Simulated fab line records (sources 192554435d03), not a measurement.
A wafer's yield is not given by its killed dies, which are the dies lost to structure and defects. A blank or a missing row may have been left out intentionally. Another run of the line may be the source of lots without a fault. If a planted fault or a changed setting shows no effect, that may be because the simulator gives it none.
A struck lot beside a sound one :: flow n5_finfet :: 38 steps out of a route of 1938
Sound: wafers L708.3, L708.4, L708.5. Wafers struck: L699.1, L699.2, L699.4. The cause is given at the end.
At each step with rows: each side's tool, then ch and its chambers, then its first start. Under that, the readings that differ: sound wafers :: struck wafers :: difference of the means :: sigmas: that difference in standard deviations of wafers without a fault.
alike: words and numbers the same on both sides, and readings whose means are apart by under 2 such deviations; not compared: readings that were withheld, readings missing a value for some wafer, numbers with overlapping values and no deviation given by the record, and bounds like >300 which may hide the same value.
The two part at a step that has a row with sigmas, a row that says differs or no value, or rows on one side only. Numbers that have no deviation but don't overlap get no sigmas and don't part them. A reading missing from all wafers of one side parts the sides only when that side holds two or more wafers.

first, 9 steps without rows for these wafers: N5_BEOL_M5_COAT_74 (time 60 s, resist thk 5 nm); N5_BEOL_M5_COAT_22 (resist thk 30 nm); N5_BEOL_M5_EBR_24; N5_BEOL_M5_SOFTBAKE_23 (time 60 s); N5_BEOL_M5_EXPOSE_25 (exposes mask V4, defocus 10 nm); N5_BEOL_M5_PEB_26 (peb time 60 s); N5_BEOL_M5_DEVELOP_27 (develop time 30 s); N5_BEOL_M5_DESCUM_33 (chemistry O2, time 7 s); N5_BEOL_M5_ETCH_75 (etches underlayer in N2/H2, target depth 6.5 nm, time 5.2 s).
N5_BEOL_M5_ETCH_67: etches SiARC in CF4, target depth 15.6 nm, time 26 s.
  sound on rie_diel-05 ch 0,1,2, day 15 02:16; struck on rie_diel-02 ch 1,2,3, day 13 05:50
  alike: chamber_pressure_mTorr, drypump_motor_current_A, etch_rf_on_time_s, oes_product_au, rf_vpp_V, showerhead_plenum_p_Torr, throttle_valve_pct
  not compared: rf_hours_counter_h
then, 27 steps without rows for these wafers: N5_BEOL_M5_ETCH_68 (etches SOC in N2/H2, target depth 80 nm, overetch 16 nm, time 120 s); N5_BEOL_M5_STRIP_69 (strips in N2/H2); N5_BEOL_M5_STRIP_76 (strips in N2/H2); N5_BEOL_M5_VIA_ETCH_34 (etches SiCOH lowk in C4F6/O2, target depth 88.3 nm, time 39.2 s); N5_BEOL_M5_STRIP_85 (strips in C4F6/O2); N5_BEOL_M5_STRIP_36 (strips in N2/H2); N5_BEOL_M5_TRENCH_ETCH_37 (etches SiCOH lowk in C4F6/O2, target depth 71.652 nm, time 24.7 s); N5_BEOL_M5_ETCH_41 (etches SiCN in CH3F/O2, target depth 31.5 nm, time 56.7 s); N5_BEOL_M5_STRIP_91 (strips in N2/H2, time 10 s); N5_BEOL_M5_HM_STRIP_39 (strips TiN in peroxide tin strip, target depth 25 nm, time 158 s); N5_BEOL_M5_SRD_40 (time 30 s); N5_BEOL_M5_PRECLEAN_42 (cleans in residue remover, time 60 s); N5_BEOL_M5_SRD_43 (time 30 s); N5_BEOL_M5_CURE_80 (cures SiCOH lowk, time 120 s); N5_BEOL_M5_DEGAS_44 (time 60 s); N5_BEOL_M5_PRE_CLEAN_45 (time 30 s); N5_BEOL_M5_ALD_86 (deposits TaN, pulse time 2 s, purge time 3 s, co reactant purge time 2 s); N5_BEOL_M5_SURFACE_TREAT_87; N5_BEOL_M5_CVD_47 (deposits Co from CCTBA/H2, target thk 3 nm, time 216 s); N5_BEOL_M5_SPUTTER_48 (material Cu, target thk 15 nm, time 27.62 s); N5_BEOL_M5_ANNEAL_49 (time 1800 s); N5_BEOL_M5_SPUTTER_81 (material Cu, target thk 15 nm, time 27.62 s); N5_BEOL_M5_ANNEAL_82 (time 1800 s); N5_BEOL_M5_SPUTTER_83 (material Cu, target thk 15 nm, time 27.62 s); N5_BEOL_M5_ANNEAL_84 (time 1800 s); N5_BEOL_M5_SPUTTER_88 (material Cu, target thk 15 nm, time 27.62 s); N5_BEOL_M5_ANNEAL_89 (time 1800 s).
-- a jump in the record: the struck wafers' starts before and after are 4 days apart (it breaks off in module BEOL_M5 and resumes in module PASSIVATION, where the first step shown is number 1936 of the route) --
N5_PASSIVATION_PROBE_49:
  only the struck wafers here have rows in the record (prober-01, day 17 13:20); the sound ones have none

== WHERE THEY PART ==
Only at N5_PASSIVATION_PROBE_49, within this record.

WHY: the cause the simulator had injected
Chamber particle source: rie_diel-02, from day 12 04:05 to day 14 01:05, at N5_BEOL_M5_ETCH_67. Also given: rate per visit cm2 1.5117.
